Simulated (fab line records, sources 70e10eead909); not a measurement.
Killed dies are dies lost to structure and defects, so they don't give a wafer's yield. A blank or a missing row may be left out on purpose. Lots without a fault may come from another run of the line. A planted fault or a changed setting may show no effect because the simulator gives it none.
One fault seen from 2 desks | flow nand_harc | each desk has only its own numbers; what lay behind them comes last

THE METROLOGY DESK
What the gauges read, lot by lot, whatever tool the lot ran on: means of the sampled wafers that have a number. A lot is out of limits, marked OUT, if its mean lies more than 4 standard deviations from the usual mean; the brackets give that distance.
Columns: A = thk_nm at NHARC_A_BONDPAD_THK_MEAS_20, usual 169.8 nm
lot  | first seen here | A
L700 | day 23 13:52    | 170.6
L701 | day 24 02:36    | 170.7
L710 | day 27 23:53    | 170.4
L711 | day 28 04:50    | 169.9
L714 | day 29 02:07    | 171.1
L716 | day 29 15:47    | 169.4
L718 | day 30 17:08    | 170.0
L719 | day 31 00:20    | 170.3
L722 | day 31 20:46    | 169.5
L721 | day 31 23:08    | 167.7
L723 | day 32 18:04    | 168.3
This desk's finding: nothing out of limits on any of the 11 lots.

THE TOOL OWNER'S DESK: rie_diel-04
The tool's own readings at NHARC_A_BONDPAD_STRIP_15 (strips in O2): means of the sampled wafers that have a number, for each lot that ran on this tool. A lot is out of limits, marked OUT, if its mean lies more than 4 standard deviations from the usual mean; the brackets give that distance.
Columns: A = chamber_pressure_mTorr at NHARC_A_BONDPAD_STRIP_15, usual 60.00 mTorr; B = drypump_motor_current_A at NHARC_A_BONDPAD_STRIP_15, usual 5.9 A; C = oes_product_au at NHARC_A_BONDPAD_STRIP_15, usual 1.000 a.u.; D = rf_vpp_V at NHARC_A_BONDPAD_STRIP_15, usual 57.7 V; E = showerhead_plenum_p_Torr at NHARC_A_BONDPAD_STRIP_15, usual 3.51 Torr; F = throttle_valve_pct at NHARC_A_BONDPAD_STRIP_15, usual 17.035 %
lot  | first seen here | A     | B   | C     | D    | E    | F
L710 | day 27 21:58    | 60.03 | 5.7 | 0.995 | 58.1 | 3.50 | 17.033
L711 | day 28 02:53    | 59.97 | 5.7 | 0.999 | 58.7 | 3.60 | 17.032
L721 | day 31 21:03    | 60.02 | 5.3 | 1.005 | 57.8 | 3.49 | 17.041
This desk's finding: nothing out of limits on any of the 3 lots.

PUT TOGETHER
The metrology desk saw nothing out of limits.
The tool owner's desk saw nothing out of limits.

WHAT THE SIMULATOR HAD PUT IN
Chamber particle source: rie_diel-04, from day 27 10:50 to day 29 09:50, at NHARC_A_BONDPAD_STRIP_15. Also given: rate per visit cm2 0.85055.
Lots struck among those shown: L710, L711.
